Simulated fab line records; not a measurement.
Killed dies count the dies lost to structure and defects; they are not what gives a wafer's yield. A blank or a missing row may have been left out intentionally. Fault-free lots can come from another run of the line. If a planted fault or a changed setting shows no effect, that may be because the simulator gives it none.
Struck lot and sound lot, side by side || flow nand-harc || 38 steps out of a route of 1159
Sound: the wafers L117.3, L117.5, L117.6. Struck: wafers L108.3, L108.6 (left out: L108.5, a lot-mate that was not struck); the cause follows at the end.
Order at every step that has rows: each side's tool, ch and its chambers, its first start. Under that, the readings that differ: sound wafers || struck wafers || difference of the means || sigmas: that difference in standard deviations of wafers without a fault.
alike: readings with means less than 2 such deviations apart, plus words and numbers identical on both sides. not compared: withheld readings, readings lacking a value on some wafer, bounds such as >300 that could conceal the same value, and numbers that have no deviation in the record and whose values overlap.
A row with sigmas, a row that says differs or no value, or rows on one side alone: a step with any of these is where the two part. Non-overlapping numbers with no deviation appear without sigmas and do not part them. A reading missing from all wafers of one side parts the sides only when that side holds two or more wafers.

first, 11 steps without rows for these wafers: NHARC_A_CONTACT_ETCH_131 (etches the open film in C4F8/O2/Ar, time 155 s, target depth 956 nm); NHARC_A_CONTACT_ETCH_132 (etches the open film in C4F8/O2/Ar, time 156 s, target depth 958 nm); NHARC_A_CONTACT_ETCH_133 (etches the open film in C4F8/O2/Ar, time 195 s, target depth 840 nm); NHARC_A_CONTACT_ETCH_91 (etches the open film in CH3F/O2, target depth 40 nm, time 85.7 s); NHARC_A_CONTACT_ETCH_97 (etches the open film in C4F6/O2, target depth 20 nm, time 10 s); NHARC_A_CONTACT_STRIP_103 (strips in N2/H2); NHARC_A_CONTACT_STRIP_104 (strips in CF4/CHF3); NHARC_A_CONTACT_STRIP_105 (strips in O2/COS); NHARC_A_CONTACT_ETCH_106 (etches the open film in CF4/O2, target depth 60 nm, overetch 6 nm, time 33 s); NHARC_A_CONTACT_STRIP_82 (strips in O2); NHARC_A_CONTACT_STRIP_83 (strips in post etch residue remover, time 600 s).
NHARC_A_CONTACT_DEP_84: deposits aC, target thk 2000 nm.
  sound on acl-dep-03 ch 0, day 22 11:58; struck on acl-dep-02 ch 0, day 20 22:44
  alike: throttle-valve-pct
then, 25 steps without rows for these wafers: NHARC_A_CONTACT_DEP_85 (deposits SiON, target thk 50 nm); NHARC_A_CONTACT_DEHYDRATE_00 (time 120 s); NHARC_A_CONTACT_HMDS_01 (time 30 s); NHARC_A_CONTACT_COAT_86 (time 75 s); NHARC_A_CONTACT_COAT_87 (time 65 s); NHARC_A_CONTACT_COAT_02 (resist thk 90 nm); NHARC_A_CONTACT_SOFTBAKE_03 (time 55 s); NHARC_A_CONTACT_EBR_04; NHARC_A_CONTACT_EXPOSE_05 (exposes mask A CC); NHARC_A_CONTACT_PEB_06 (peb time 65 s); NHARC_A_CONTACT_DEVELOP_07 (develop time 35 s); NHARC_A_CONTACT_DESCUM_13 (chemistry O2, time 3 s); NHARC_A_CONTACT_ETCH_88 (etches the open film in CF4, target depth 39 nm, time 65 s); NHARC_A_CONTACT_ETCH_89 (etches the open film in N2/H2, target depth 260 nm, time 475.3 s); NHARC_A_CONTACT_ETCH_30 (etches the open film in CF4/CHF3, target depth 60.5 nm, time 30.2 s); NHARC_A_CONTACT_ETCH_31 (etches the open film in O2/COS, target depth 2000 nm, time 520 s); NHARC_A_CONTACT_ETCH_134 (etches the open film in C4F8/O2/Ar, time 140 s, target depth 700 nm); NHARC_A_CONTACT_ETCH_135 (etches the open film in C4F8/O2/Ar, time 132 s, target depth 1287 nm); NHARC_A_CONTACT_ETCH_136 (etches the open film in C4F8/O2/Ar, time 132 s, target depth 1287 nm); NHARC_A_CONTACT_ETCH_137 (etches the open film in C4F8/O2/Ar, time 132 s, target depth 1287 nm); NHARC_A_CONTACT_ETCH_138 (etches the open film in C4F8/O2/Ar, time 132 s, target depth 1289 nm); NHARC_A_CONTACT_ETCH_139 (etches the open film in C4F8/O2/Ar, time 137 s, target depth 590 nm); NHARC_A_CONTACT_ETCH_92 (etches the open film in CH3F/O2, target depth 40 nm, time 85.7 s); NHARC_A_CONTACT_ETCH_98 (etches the open film in C4F6/O2, target depth 20 nm, time 10 s); NHARC_A_CONTACT_STRIP_107 (strips in N2/H2).
-- break in the record here, with 3 days between the starts of the struck wafers on either side (left off in module A_CONTACT, picked up again in module END, where the first step shown is number 1159 on the route) --
NHARC_END_SORT_01:
  at this point the record logs the struck wafers (prober-01 ch 0, day 23 22:01) and has no rows for the sound ones

WHERE THEY PART
Only at NHARC_END_SORT_01, within this record.

WHY: what the simulator had put in
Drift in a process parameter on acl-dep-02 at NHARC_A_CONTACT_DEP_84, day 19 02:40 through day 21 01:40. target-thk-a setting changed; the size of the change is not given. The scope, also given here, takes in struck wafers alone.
